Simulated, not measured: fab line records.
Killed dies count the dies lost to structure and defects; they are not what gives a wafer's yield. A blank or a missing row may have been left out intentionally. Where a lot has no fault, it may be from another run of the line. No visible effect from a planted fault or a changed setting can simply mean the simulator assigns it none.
Comparing a struck lot with a sound one || flow n5 finfet || 17 out of 1938 route steps
Sound: the wafers L215.1, L215.3, L215.5. Wafers struck: L218.1, L218.4, L218.5. At the end, the cause is stated.
For every step that has rows: the tool of each side, followed by ch and its chambers, followed by its first start. Under that, the readings that differ: sound wafers || struck wafers || difference of the means || sigmas: that difference in standard deviations of wafers without a fault.
alike: readings whose means differ by less than 2 such deviations, and words and numbers that are the same on both sides. not compared: withheld readings, readings that some wafer has no value for, bounds like >300 that may hide the same value, and numbers for which the record gives no deviation and whose values overlap.
Wherever a step has rows on one side only, a row that says differs or no value, or a row with sigmas, the two part there. Numbers that don't overlap but have no deviation are shown without sigmas and don't part them. Lack of a reading on every wafer of one side parts them only where that side has two or more wafers.

first, 4 steps without rows for these wafers: N5_HKMG_FIN_SOFTBAKE_07 (time 60 s); N5_HKMG_FIN_EXPOSE_09 (exposes mask NWFM); N5_HKMG_FIN_PEB_10 (peb time 60 s); N5_HKMG_FIN_DEVELOP_11 (develop time 30 s).
N5_HKMG_FIN_CD_MEAS_12 targets a cd of 92.8 nm.
  sound on cd sem-03 ch 0, day 6 20:39; struck on cd sem-03 ch 0, day 7 15:56
  alike: cd nm
N5_HKMG_FIN_OVL_MEAS_13:
  sound on overlay-01 ch 0, day 6 20:41; struck on overlay-01 ch 0, day 7 15:58
  alike: NWFM_OVL
N5_HKMG_FIN_INSPECT_14: inspects for defects (macro).
  sound on defect inspect-02 at day 6 20:42; struck on defect inspect-02 at day 7 15:59
  alike: raw defect count
N5_HKMG_FIN_DESCUM_17: chemistry O2, time 7.9 s.
  sound on rie diel-02 ch 0,1,2, day 6 20:44; struck on rie diel-02 ch 2,3, day 7 16:01
{"reading": "showerhead plenum p Torr (Torr)", "sound": "1.98 2.06 2.05", "struck": "2.05 2.23 2.23", "difference": "+0.14", "sigmas": "+2"}
  alike: bias power w, drypump motor current A, oes product au, rf vpp V, throttle valve pct
  not compared: rf hours counter h
N5_HKMG_FIN_ETCH_31: etches SiARC in CF4, target depth 45.5 nm, time 75.8 s.
  sound on rie diel-02 ch 0,1,2, day 6 20:46; struck on rie diel-02 ch 2,3, day 7 16:03
  alike: drypump motor current A, etch rf on time s, oes product au, rf fwd power W, rf vpp V, showerhead plenum p Torr, throttle valve pct
  not compared: rf hours counter h
N5_HKMG_FIN_ETCH_32: etches SOC in N2/H2, target depth 240 nm, time 300 s.
  sound on rie diel-02 ch 0,1,2, day 6 20:50; struck on rie diel-02 ch 2,3, day 7 16:07
{"reading": "rf vpp V (V)", "sound": "519.6 522.1 523.2", "struck": "523.8 528.3 529.0", "difference": "+5.4", "sigmas": "+2"}
  alike: drypump motor current A, h2 flow sccm, oes product au, rf fwd power W, showerhead plenum p Torr, throttle valve pct
  not compared: rf hours counter h
then, 1 step without rows for these wafers: N5_HKMG_FIN_STRIP_33 (strips in N2/H2).
N5_HKMG_FIN_STRIP_34: strips in CF4.
  sound on rie diel-02 ch 0,1,2, day 6 21:01; struck on rie diel-02 ch 2,3, day 7 16:18
  alike: bias power w, drypump motor current A, oes product au, rf vpp V, showerhead plenum p Torr, throttle valve pct
  not compared: rf hours counter h
N5_HKMG_FIN_ETCH_35: etches SOC in N2/H2, target depth 215.8 nm, time 243.4 s.
  sound on rie diel-02 ch 0,1,2, day 6 21:02; struck on rie diel-02 ch 2,3, day 7 16:19
{"reading": "rf fwd power W (W)", "sound": "3004 2975 3000", "struck": "2288 2296 2292", "difference": -701, "sigmas": -71}
{"reading": "rf vpp V (V)", "sound": "141.1 143.3 140.4", "struck": "156.8 158.0 156.9", "difference": "+15.6", "sigmas": "+17"}
{"reading": "model.SOC_of_HKMG_FIN_COAT_29.thk nm (nm)", "sound": "86.6 92.8 82", "struck": "128.4 124.2 124", "difference": "+38.4", "sigmas": ""}
{"reading": "model.etch.depth nm (nm)", "sound": "212.9 206 216.8", "struck": "172 175.8 176.4", "difference": -37, "sigmas": ""}
{"reading": "model.HKMG_FIN.feature depth nm (nm)", "sound": "213 206 216.8", "struck": "172 175.8 176.4", "difference": -37, "sigmas": ""}
  alike: drypump motor current A, h2 flow sccm, oes product au, showerhead plenum p Torr, throttle valve pct
  not compared: rf hours counter h
N5_HKMG_FIN_STRIP_92: strips SOC in N2/H2, time 20 s.
  sound on rie diel-02 ch 0,1,2, day 6 21:11; struck on rie diel-02 ch 2,3, day 7 16:28
{"reading": "showerhead plenum p Torr (Torr)", "sound": "3.19 3.30 3.30", "struck": "3.29 3.55 3.55", "difference": "+0.20", "sigmas": "+2"}
{"reading": "model.SOC_of_HKMG_FIN_COAT_29.thk nm (nm)", "sound": "76.4 83.2 71.8", "struck": "118 113.8 113.6", "difference": "+38", "sigmas": ""}
  alike: bias power w, drypump motor current A, h2 flow sccm, oes product au, rf vpp V, throttle valve pct
  not compared: rf hours counter h
then, 1 step without rows for these wafers: N5_HKMG_FIN_WET_ETCH_18 (etches TiN in SC1, time 55 s, target depth 5.2 nm, rinse time 30 s).
-- record jumps: 4 days separate the struck wafers' starts on either side; left off in module HKMG_FIN, taken up again in module BEOL_M4, whose first shown step is the route's number 1111 --
N5_BEOL_M4_RC_MEAS_101:
  sound on prober-02 ch 0, day 10 23:55; struck on prober-01 ch 0, day 11 06:19
  alike: DIBL_N, DIBL_P, IOFF_N, IOFF_P, ION_N, ION_P, SS_N, SS_P, VT_N, VT_P
following that, these wafers have no rows for 1 step: N5_PASSIVATION_PROBE_49.

== WHERE THEY PART ==
First at N5_HKMG_FIN_DESCUM_17; last, within this record, at N5_HKMG_FIN_STRIP_92. Later steps at which nothing parts them and some readings are alike: N5_BEOL_M4_RC_MEAS_101.

WHY: what had been put in by the simulator
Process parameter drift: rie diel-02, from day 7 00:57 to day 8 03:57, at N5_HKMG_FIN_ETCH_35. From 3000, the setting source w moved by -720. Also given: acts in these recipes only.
